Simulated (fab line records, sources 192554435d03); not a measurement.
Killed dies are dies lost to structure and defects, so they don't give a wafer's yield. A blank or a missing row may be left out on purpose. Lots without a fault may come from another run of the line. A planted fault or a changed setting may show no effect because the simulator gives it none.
Chamber matching | flow n5_finfet | N5_BEOL_M9_CURE_72 on uv_cure-02: 3 sister chambers
The step cures SiCOH lowk, time 120 s. 24 wafers are shown with their chamber, then 12 later ones without.

WAFERS WITH THEIR CHAMBER
wafer  | chamber | lamp_power_pct (%) | wafer_temp_C_max
L074.3 | 0       | 52.28              | 371.0
L074.5 | 0       | 52.24              | 371.1
L074.6 | 0       | 52.29              | 371.0
L080.1 | 2       | 52.31              | 371.2
L080.2 | 2       | 52.29              | 371.1
L080.4 | 2       | 52.25              | 371.3
L084.3 | 0       | 52.25              | 371.3
L084.4 | 0       | 52.33              | 371.2
L084.6 | 0       | 52.29              | 371.5
L085.2 | 1       | 52.38              | 371.3
L085.4 | 1       | 52.27              | 371.1
L085.5 | 1       | 52.37              | 371.3
L087.1 | 1       | 52.40              | 371.1
L087.2 | 1       | 52.26              | 371.1
L087.6 | 1       | 52.28              | 370.9
L087.3 | 1       | 52.24              | 371.2
L087.4 | 1       | 52.34              | 370.9
L087.5 | 1       | 52.19              | 371.4
L088.1 | 1       | 52.34              | 370.8
L088.3 | 1       | 52.29              | 371.0
L088.5 | 1       | 52.34              | 371.2
L088.2 | 1       | 52.30              | 370.7
L088.4 | 1       | 52.48              | 370.9
L088.6 | 1       | 52.31              | 370.9

SIGNATURES (means of the wafers above)
reading          | chamber 0 | chamber 1 | chamber 2 | scatter within a chamber
lamp_power_pct   | 52.2800   | 52.3193   | 52.2833   | 0.0612
wafer_temp_C_max | 371.183   | 371.053   | 371.200   | 0.193
Rule: a wafer's distance from a chamber is the root of the sum, over the readings, of the square of ((its reading less the chamber's mean) divided by the reading's scatter). The wafer belongs to the nearest chamber; if the next one is less than 2 further off, it can't be placed. The scatter: the root of (the sum of the squares of (reading less its chamber's mean) over the shown wafers, divided by (wafers less chambers)).

WAFERS WITHOUT THEIR CHAMBER
wafer  | lamp_power_pct (%) | wafer_temp_C_max
L092.1 | 52.36              | 371.0
L092.3 | 52.31              | 370.8
L092.4 | 52.18              | 371.1
L093.2 | 52.26              | 370.9
L093.4 | 52.33              | 370.8
L093.5 | 52.31              | 371.4
L095.2 | 52.30              | 370.8
L095.3 | 52.29              | 371.2
L095.5 | 52.34              | 370.7
L097.1 | 52.28              | 371.1
L097.3 | 52.25              | 370.9
L097.5 | 52.26              | 370.9

WHICH CHAMBER EACH WENT THROUGH
wafer  | from the rows above          | in truth
L092.1 | can't be placed: 1 or 0 or 2 | 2
L092.3 | can't be placed: 1 or 0 or 2 | 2
L092.4 | can't be placed: 0 or 2 or 1 | 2
L093.2 | can't be placed: 1 or 0 or 2 | 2
L093.4 | can't be placed: 1 or 0 or 2 | 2
L093.5 | can't be placed: 2 or 0 or 1 | 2
L095.2 | can't be placed: 1 or 0 or 2 | 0
L095.3 | can't be placed: 2 or 0 or 1 | 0
L095.5 | can't be placed: 1 or 0 or 2 | 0
L097.1 | can't be placed: 0 or 2 or 1 | 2
L097.3 | can't be placed: 1 or 0 or 2 | 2
L097.5 | can't be placed: 1 or 0 or 2 | 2
Placed correctly: 0 of 12. Can't be placed from these rows: 12 (the true chamber is among the candidates in 12). Placed wrongly: 0.
